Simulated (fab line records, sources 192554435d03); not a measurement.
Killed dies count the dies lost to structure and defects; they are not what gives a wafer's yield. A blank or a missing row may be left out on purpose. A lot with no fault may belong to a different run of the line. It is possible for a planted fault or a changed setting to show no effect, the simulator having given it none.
Which of the tools did it? | flow n5_finfet | route of 1938 steps, sampled at 1 step: 12 lots, 36 wafers

## WHAT EACH GAUGE READ, for each wafer
N5_PMOS_HMC_CHANNEL_EPI_INSPECT_30: inspects for defects (darkfield).
lot  | measured    | on                | raw_defect_count
L075 | day 2 04:19 | defect_inspect-02 | 17 15 14
L077 | day 2 16:47 | defect_inspect-02 | 8 19 10
L079 | day 3 03:04 | defect_inspect-01 | 23 15 12
L081 | day 3 14:31 | defect_inspect-02 | 12 15 17
L083 | day 4 02:29 | defect_inspect-01 | 7 18 11
L085 | day 4 14:57 | defect_inspect-01 | 16 10 13
L087 | day 5 02:37 | defect_inspect-02 | 16 26 34
L089 | day 5 15:08 | defect_inspect-01 | 22 19 19
L091 | day 6 02:10 | defect_inspect-02 | 18 28 17
L093 | day 6 14:31 | defect_inspect-01 | 21 11 34
L095 | day 7 03:02 | defect_inspect-02 | 16 12 19
L097 | day 7 14:42 | defect_inspect-01 | 16 24 27

## TOOL THAT RAN EACH LOT (tool first, then ch and the chambers of the sampled wafers, then the start)
Before these readings, the record contains no process step.

## THE ANSWER, worked out from the rows above alone
Rule: what is usual is taken from the lots themselves. Put in order of their means at a reading, lots are off if they are a third of the lots or fewer, leave a main group of 4 or more, and stand apart from it by a gap of 3 or more times the standard deviation of the main group's means; of several such gaps the widest counts. Not used: any main group whose means are identical at the precision the tables above print for the reading. A lot without any number at a reading at which 4 lots or more have one is off too. Any other lot the step has rows for is counted as sound.
None of the lots is off at any reading shown; this tells nothing.

## WHAT WAS PUT IN BY THE SIMULATOR
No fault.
